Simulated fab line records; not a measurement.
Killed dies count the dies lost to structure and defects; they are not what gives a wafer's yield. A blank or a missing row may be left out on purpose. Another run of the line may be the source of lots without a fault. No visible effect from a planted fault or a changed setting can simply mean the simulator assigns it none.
Chamber matching	flow nand-harc	cmp-04 running NHARC_A_STAIRCASE_CMP_472: 4 sister chambers
The step polishes SiO2. 4 wafers are shown with their chamber, then 9 later ones without.

## WAFERS WITH THEIR CHAMBER
wafer	chamber	motor-current-A (A)
L082.6	2	12.0
L092.1	3	10.3
L092.3	1	11.9
L092.4	0	11.4

## WAFERS WITH NO CHAMBER GIVEN
wafer	motor-current-A (A)
L093.2	11.7
L093.3	10.6
L093.6	10.3
L095.2	12.6
L095.3	10.3
L095.6	10.5
L097.1	12.5
L097.3	10.6
L097.6	13.1

## CHAMBER TAKEN BY EACH
wafer	from the rows above	in truth
L093.2	can't be placed: 1 or 0 or 2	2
L093.3	can't be placed: 3 or 0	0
L093.6	3	3
L095.2	can't be placed: 2 or 1 or 0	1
L095.3	3	3
L095.6	can't be placed: 3 or 0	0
L097.1	can't be placed: 2 or 1 or 0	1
L097.3	can't be placed: 3 or 0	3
L097.6	can't be placed: 2 or 1 or 0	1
Correctly placed: 2 of 9. These rows do not allow placing 7 (true chamber among the candidates in 7). Placed wrongly: 0.
How it was worked out, from the rows above alone: a wafer's distance from a chamber is the root of the sum, over the readings, of the square of ((its reading less the chamber's mean) divided by the reading's scatter). The wafer belongs to the nearest chamber; if the next one is less than 2 further off, it can't be placed. Each chamber's mean is taken over the wafers shown for it. The scatter (one wafer shown for each chamber): square how far every hidden wafer sits from the nearest shown wafer, average those squares and take the square root.
